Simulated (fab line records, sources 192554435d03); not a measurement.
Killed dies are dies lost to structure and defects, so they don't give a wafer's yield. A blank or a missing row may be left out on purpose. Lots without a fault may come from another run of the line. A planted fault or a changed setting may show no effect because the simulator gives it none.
Which tool did it? | flow n5_finfet | 10 lots, 29 wafers sampled, at 4 steps of a route of 1938

WHAT THE GAUGES READ, wafer by wafer
N5_BEOL_M11_OCD_MEAS_38. Usual: trench_depth_nm 148.2 nm, standard deviation 2.8.
lot  | measured     | on     | trench_depth_nm (nm) | flag
L968 | day 10 00:09 | ocd-02 | 145.7 145.5 149.0    |
L972 | day 10 16:14 | ocd-01 | 146.8 145.4 149.1    |
L973 | day 10 22:34 | ocd-01 | 147.4 143.3 148.5    |
L974 | day 11 00:15 | ocd-02 | 145.5 151.3 151.0    |
L976 | day 11 02:57 | ocd-02 | 148.1 151.4 147.0    |
L975 | day 11 07:06 | ocd-02 | 152.1 150.0 149.2    |
L978 | day 11 17:17 | ocd-01 | 147.9 147.7 143.8    |
L982 | day 15 01:55 | ocd-02 | 144.8 149.7 153.3    |
L988 | day 15 18:05 | ocd-01 | 145.7 151.8 154.1    |
L987 | day 17 01:53 | ocd-01 | 148.7 147.6          |

WHICH TOOL RAN EACH LOT (tool, then ch and the chambers of the sampled wafers, then the start)
lot  | N5_BEOL_M11_DESCUM_16              | N5_BEOL_M11_ETCH_65                | N5_BEOL_M11_VIA_ETCH_34
L968 | rie_diel-06 ch 0,1,2, day 9 22:40  | rie_diel-05 ch 1,2,3, day 9 23:41  | rie_diel-05 ch 1,2,3, day 9 23:52
L972 | rie_diel-06 ch 1,2,3, day 10 14:40 | rie_diel-01 ch 1,2,3, day 10 15:47 | rie_diel-01 ch 1,2,3, day 10 15:58
L973 | rie_diel-05 ch 0,1,3, day 10 20:40 | rie_diel-05 ch 1,3, day 10 22:07   | rie_diel-05 ch 1,3, day 10 22:17
L974 | rie_diel-06 ch 0,1,2, day 10 22:32 | rie_diel-05 ch 0,1,3, day 10 23:47 | rie_diel-05 ch 0,1,3, day 10 23:58
L976 | rie_diel-01 ch 1,2,3, day 11 01:19 | rie_diel-06 ch 0,2,3, day 11 02:29 | rie_diel-06 ch 0,2,3, day 11 02:40
L975 | rie_diel-01 ch 1,2, day 11 05:46   | rie_diel-05 ch 0,3, day 11 06:38   | rie_diel-05 ch 0,3, day 11 06:49
L978 | rie_diel-01 ch 2,3, day 11 14:30   | rie_diel-06 ch 0,1,3, day 11 16:50 | rie_diel-06 ch 0,1,3, day 11 17:00
L982 | rie_diel-05 ch 2,3, day 15 00:09   | rie_diel-01 ch 0,1,2, day 15 01:27 | rie_diel-01 ch 0,1,2, day 15 01:38
L988 | rie_diel-05 ch 1,3, day 15 16:35   | rie_diel-01 ch 1,2,3, day 15 17:38 | rie_diel-01 ch 1,2,3, day 15 17:49
L987 | rie_diel-01 ch 0,1, day 16 23:22   | rie_diel-06 ch 0,2, day 17 01:26   | rie_diel-06 ch 0,2, day 17 01:36
- N5_BEOL_M11_DESCUM_16: chemistry O2, time 7.9 s.
- N5_BEOL_M11_ETCH_65: etches SiARC in CF4, target depth 39 nm, time 65 s.
- N5_BEOL_M11_VIA_ETCH_34: etches SiCOH lowk in C4F6/O2, target depth 184.5 nm, time 69.2 s.

WHAT THE TOOLS THEMSELVES READ (means of the sampled wafers that have a number; where no wafer has one, the mark that the record gives instead)
N5_BEOL_M11_DESCUM_16. Usual: drypump_motor_current_A 5.6 A, standard deviation 0.71; oes_product_au 0.76 a.u., standard deviation 0.085; rf_vpp_V 243.4 V, standard deviation 1.6; showerhead_plenum_p_Torr 2.10 Torr, standard deviation 0.081; throttle_valve_pct 20.53 %, standard deviation 0.24.
lot  | tool        | drypump_motor_current_A (A) | oes_product_au (a.u.) | rf_vpp_V (V) | showerhead_plenum_p_Torr (Torr) | throttle_valve_pct (%) | flag
L968 | rie_diel-06 | 6.1                         | 0.81                  | 243.7        | 2.11                            | 20.22                  |
L972 | rie_diel-06 | 5.8                         | 0.78                  | 242.9        | 2.06                            | 20.32                  |
L973 | rie_diel-05 | 6.1                         | 0.76                  | 242.2        | 2.06                            | 20.57                  |
L974 | rie_diel-06 | 6.1                         | 0.80                  | 242.8        | 2.10                            | 20.23                  |
L976 | rie_diel-01 | 5.2                         | 0.70                  | 242.4        | 2.10                            | 20.66                  |
L975 | rie_diel-01 | 5.4                         | 0.72                  | 242.9        | 2.10                            | 20.60                  |
L978 | rie_diel-01 | 5.0                         | 0.70                  | 242.5        | 2.08                            | 20.86                  |
L982 | rie_diel-05 | 5.2                         | 0.75                  | 244.7        | 2.17                            | 20.47                  |
L988 | rie_diel-05 | 5.5                         | 0.80                  | 243.9        | 2.13                            | 20.50                  |
L987 | rie_diel-01 | 5.1                         | 0.81                  | 243.8        | 2.14                            | 20.45                  |

N5_BEOL_M11_ETCH_65. Usual: drypump_motor_current_A 5.7 A, standard deviation 0.71; etch_rf_on_time_s 65.2 s, standard deviation 1.4; oes_product_au 0.66 a.u., standard deviation 0.078; rf_vpp_V 184.2 V, standard deviation 1.3; showerhead_plenum_p_Torr 2.15 Torr, standard deviation 0.077; throttle_valve_pct 15.69 %, standard deviation 0.24.
lot  | tool        | drypump_motor_current_A (A) | etch_rf_on_time_s (s) | oes_product_au (a.u.) | rf_vpp_V (V) | showerhead_plenum_p_Torr (Torr) | throttle_valve_pct (%) | flag
L968 | rie_diel-05 | 5.6                         | 65.9                  | 0.66                  | 183.9        | 2.18                            | 15.70                  |
L972 | rie_diel-01 | 5.2                         | 65.5                  | 0.60                  | 184.0        | 2.15                            | 15.85                  |
L973 | rie_diel-05 | 5.5                         | 65.5                  | 0.71                  | 184.9        | 2.19                            | 15.64                  |
L974 | rie_diel-05 | 6.1                         | 65.0                  | 0.65                  | 183.8        | 2.12                            | 15.81                  |
L976 | rie_diel-06 | 6.1                         | 64.5                  | 0.69                  | 184.2        | 2.16                            | 15.45                  |
L975 | rie_diel-05 | 5.5                         | 64.5                  | 0.69                  | 184.9        | 2.18                            | 15.74                  |
L978 | rie_diel-06 | 5.7                         | 65.8                  | 0.63                  | 184.5        | 2.16                            | 15.63                  |
L982 | rie_diel-01 | 5.3                         | 64.9                  | 0.68                  | 184.8        | 2.18                            | 15.77                  |
L988 | rie_diel-01 | 5.2                         | 64.8                  | 0.74                  | 183.6        | 2.14                            | 15.59                  |
L987 | rie_diel-06 | 6.5                         | 56.0                  | 0.74                  | 184.9        | 2.16                            | 15.38                  | OFF

N5_BEOL_M11_VIA_ETCH_34. Usual: drypump_motor_current_A 5.7 A, standard deviation 0.71; oes_product_au 0.77 a.u., standard deviation 0.09; rf_vpp_V 665 V, standard deviation 11; showerhead_plenum_p_Torr 2.87 Torr, standard deviation 0.098; throttle_valve_pct 21.01 %, standard deviation 0.25.
lot  | tool        | drypump_motor_current_A (A) | oes_product_au (a.u.) | rf_vpp_V (V) | showerhead_plenum_p_Torr (Torr) | throttle_valve_pct (%) | flag
L968 | rie_diel-05 | 5.7                         | 0.77                  | 659          | 2.90                            | 21.04                  |
L972 | rie_diel-01 | 5.1                         | 0.70                  | 677          | 2.86                            | 21.12                  |
L973 | rie_diel-05 | 5.5                         | 0.82                  | 656          | 2.92                            | 20.99                  |
L974 | rie_diel-05 | 6.1                         | 0.76                  | 660          | 2.82                            | 21.18                  |
L976 | rie_diel-06 | 6.1                         | 0.80                  | 657          | 2.88                            | 20.78                  |
L975 | rie_diel-05 | 5.6                         | 0.81                  | 664          | 2.91                            | 21.05                  |
L978 | rie_diel-06 | 5.7                         | 0.74                  | 660          | 2.87                            | 20.89                  |
L982 | rie_diel-01 | 5.3                         | 0.79                  | 684          | 2.89                            | 21.05                  |
L988 | rie_diel-01 | 5.2                         | 0.85                  | 676          | 2.85                            | 20.93                  |
L987 | rie_diel-06 | 6.5                         | 0.79                  | 658          | 2.87                            | 20.68                  |

THE ANSWER, worked out from the rows above alone
Rule: a lot is off if the mean of its wafers that have a number lies more than 3 standard deviations from the usual mean. A lot without any number at a reading at which 4 lots or more have one is off too. The other lots that the step has rows for count as sound. The gauges are gone through in route order, then the tools' own readings, and for those a lot's mean is taken as printed above. The first step at which some lot is off is used, and at that step the reading that is off furthest; a lot without a number counts as furthest.
Off: L987, at N5_BEOL_M11_ETCH_65 (etch_rf_on_time_s).
A tool fits if, at that step or a process step before it, it ran every lot that is off, and no sound lot after the first of them. Can't be told from this: 2 tools fit, rie_diel-01 at N5_BEOL_M11_DESCUM_16, rie_diel-06 at N5_BEOL_M11_ETCH_65.

WHAT THE SIMULATOR HAD PUT IN
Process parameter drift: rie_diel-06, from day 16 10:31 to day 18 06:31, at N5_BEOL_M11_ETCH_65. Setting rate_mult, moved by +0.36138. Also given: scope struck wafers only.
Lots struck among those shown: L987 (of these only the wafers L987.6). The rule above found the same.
